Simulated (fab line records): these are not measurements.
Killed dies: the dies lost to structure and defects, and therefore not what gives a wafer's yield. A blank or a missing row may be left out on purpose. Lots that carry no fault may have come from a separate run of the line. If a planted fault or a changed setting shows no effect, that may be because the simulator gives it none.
Matching of chambers -- flow nand harc -- rie diel-10 running NHARC_A_CHANNEL_HOLE_D1_ETCH_16: 4 sister chambers
The step etches the open film in O2/COS, target depth 3100 nm, time 806 s. 14 wafers are shown with their chamber, then 7 later ones without.

## EACH WAFER AND ITS CHAMBER
wafer,chamber,drypump motor current A (A),rf vpp V (V),oes product au (a.u.)
L770.3,2,5.8,312.3,1.004
L770.4,0,5.5,314.1,0.995
L770.6,3,5.2,311.3,0.994
L772.1,3,5.2,311.9,0.987
L772.2,2,5.7,310.8,1.002
L772.4,0,5.5,315.1,0.996
L775.3,1,4.8,311.8,0.996
L775.4,2,5.8,312.4,1.005
L775.5,2,5.8,312.0,1.008
L774.1,0,5.5,314.0,1.003
L774.5,2,5.8,312.3,0.999
L774.6,1,4.8,311.2,1.003
L781.2,1,4.8,310.9,0.997
L781.4,3,5.2,313.0,1.000

SIGNATURES, as means of the wafers listed above
reading,chamber 0,chamber 1,chamber 2,chamber 3,scatter within a chamber
drypump motor current A,5.500,4.800,5.780,5.200,0.0283
rf vpp V,314.400,311.300,311.960,312.067,0.665
oes product au,0.99800,0.99867,1.00360,0.99367,0.00443
Rule: a wafer's distance from a chamber is the root of the sum, over the readings, of the square of ((its reading less the chamber's mean) divided by the reading's scatter). If the next closest chamber is less than 2 further off than the closest, the wafer can't be placed; otherwise it belongs to the closest. How the scatter is found: for the shown wafers, subtract from each reading the mean of its chamber, square and add these, divide the total by (wafers less chambers), then take the root.

## WAFERS WHOSE CHAMBER IS MISSING
wafer,drypump motor current A (A),rf vpp V (V),oes product au (a.u.)
L781.6,4.8,311.3,0.998
L783.1,4.8,312.4,0.991
L783.4,5.8,311.3,0.987
L783.5,4.8,312.0,0.997
L792.1,5.2,311.5,0.998
L792.2,4.8,311.5,0.996
L792.4,5.5,314.7,1.005

## EACH ONE'S CHAMBER
wafer,from the rows above,in truth
L781.6,1,1
L783.1,1,1
L783.4,2,2
L783.5,1,1
L792.1,3,3
L792.2,1,1
L792.4,0,0
7 of 7 placed correctly. From these rows, 0 cannot be placed. Number placed wrongly: 0.
